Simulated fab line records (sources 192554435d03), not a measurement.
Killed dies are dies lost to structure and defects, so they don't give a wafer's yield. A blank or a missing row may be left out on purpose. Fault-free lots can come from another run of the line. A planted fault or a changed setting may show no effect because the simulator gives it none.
Code-filled problem report in 8D (eight disciplines) form :: flow n5Finfet :: the parts of the form that need people (team, actions taken, sign-off) are left out

## 1. THE PROBLEM
At N5_BEOL_M15_COAT_56, spinSpeedRpm averages 1567.2 rpm over 6 wafers from 2 lots, while fault-free wafers read 1500.0 rpm, standard deviation 1.2. That is +56 standard deviations from the usual mean.
The step: time 60 s, resist thk 550 nm.
The first sign was on wafer L287.2 at day 14 23:33, on lithoTrack-01. Wafers with a number at this step in the record: 18, from 6 lots. Rule for "out" (also "out of limits"): further than 4 standard deviations from the usual mean. All remaining wafers that have a number are taken as sound.

## 2. WHAT IT IS, WHAT IT ISN'T
question: which readings at this step
is: spinSpeedRpm
is not: -

question: which lots
is: L287, L289
is not: L275, L276, L291, L295

question: which wafers of those lots
is: all that have a number
is not: -

question: read on which tools
is: lithoTrack-01
is not: lithoTrack-02

question: when
is: from day 14 23:33
is not: up to then (6 sound wafers); but 6 sound wafers of L291, L295 came after

## 3. THE SUSPECTS, EACH WITH WHAT RULES IT OUT
Counting: any tool at a process step up to the reading is kept as a suspect provided that every lot that is out went through it and no sound lot did after the first of them.
- lithoTrack-01 at N5_BEOL_M15_COAT_56 (time 60 s, resist thk 550 nm): kept. It processed each lot that is out, first L287 at day 14 23:33, and no sound lot thereafter; up to then, the last sound lot it processed was L275 at day 12 00:42. Its own spinSpeedRpm readings are out on those wafers.
Left after counting: lithoTrack-01 at N5_BEOL_M15_COAT_56.

## 4. THE CAUSE (what the simulator had put in)
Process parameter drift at N5_BEOL_M15_COAT_56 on lithoTrack-01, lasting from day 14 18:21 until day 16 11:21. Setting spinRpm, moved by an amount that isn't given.
After counting, this tool was the only one left.

## 5. SEQUENCE OF EFFECTS, ordered by route
Each row: a reading whose mean over the struck wafers that have a number lies more than 3 standard deviations from the usual. Only readings whose record carries a usual standard deviation are examined. hours: median over the lots of the time between each lot's start at the first step of this table that gives one and its start at this step. sigmas: the change, counted in usual standard deviations.
hours: 0
step: N5_BEOL_M15_COAT_56
reading: spinSpeedRpm
usual: 1500.0 rpm
on struck wafers: 1567.2
change: +67.2
sigmas: +56
Here are the process steps it includes:
- N5_BEOL_M15_COAT_56: time 60 s, resist thk 550 nm.

## 6. HOW IT WOULD HAVE BEEN CAUGHT EARLIER
5 hours passed between the start of the fault at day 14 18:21 and the first reading out of limits in this record, taken at day 14 23:33.
